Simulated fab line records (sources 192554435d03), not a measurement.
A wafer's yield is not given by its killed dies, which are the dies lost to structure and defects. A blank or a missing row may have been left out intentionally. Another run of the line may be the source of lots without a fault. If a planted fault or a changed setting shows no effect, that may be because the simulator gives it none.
Matching of chambers | flow n5Finfet | N5_MIM_TOP_ETCH_STRIP_01 on rieDiel-04 has 4 sister chambers
The step strips in O2. 8 wafers are shown with their chamber, then 7 later ones without.

== WAFERS PAIRED WITH THEIR CHAMBERS ==
wafer  | chamber | throttleValvePct (%) | showerheadPlenumPTorr (Torr)
L484.2 | 3       | 17.38                | 2.18
L484.3 | 0       | 16.31                | 2.12
L485.4 | 3       | 17.40                | 2.18
L488.3 | 1       | 16.77                | 2.09
L488.4 | 1       | 16.78                | 2.09
L488.5 | 2       | 16.44                | 2.13
L490.1 | 2       | 16.45                | 2.13
L490.2 | 0       | 16.41                | 2.11

== WAFERS WITH NO CHAMBER GIVEN ==
wafer  | throttleValvePct (%) | showerheadPlenumPTorr (Torr)
L490.6 | 16.40                | 2.11
L498.1 | 16.88                | 2.17
L498.2 | 16.49                | 2.13
L498.5 | 16.48                | 2.13
L499.1 | 16.43                | 2.11
L499.5 | 16.93                | 2.17
L499.6 | 16.40                | 2.11

== WHICH CHAMBER EACH ONE RAN IN ==
wafer  | from the rows above | in truth
L490.6 | 0                   | 0
L498.1 | 3                   | 3
L498.2 | 2                   | 2
L498.5 | 2                   | 2
L499.1 | 0                   | 0
L499.5 | 3                   | 3
L499.6 | 0                   | 0
Placed correctly: 7 of 7. Left unplaced by these rows: 0. Placed wrongly: 0.
How it was worked out, from the rows above alone: a wafer's distance from a chamber is the root of the sum, over the readings, of the square of ((its reading less the chamber's mean) divided by the reading's scatter). The wafer belongs to the nearest chamber; if the next one is less than 2 further off, it can't be placed. The mean given for a chamber averages the wafers shown for that chamber. How the scatter is found: for the shown wafers, subtract from each reading the mean of its chamber, square and add these, divide the total by (wafers less chambers), then take the root.
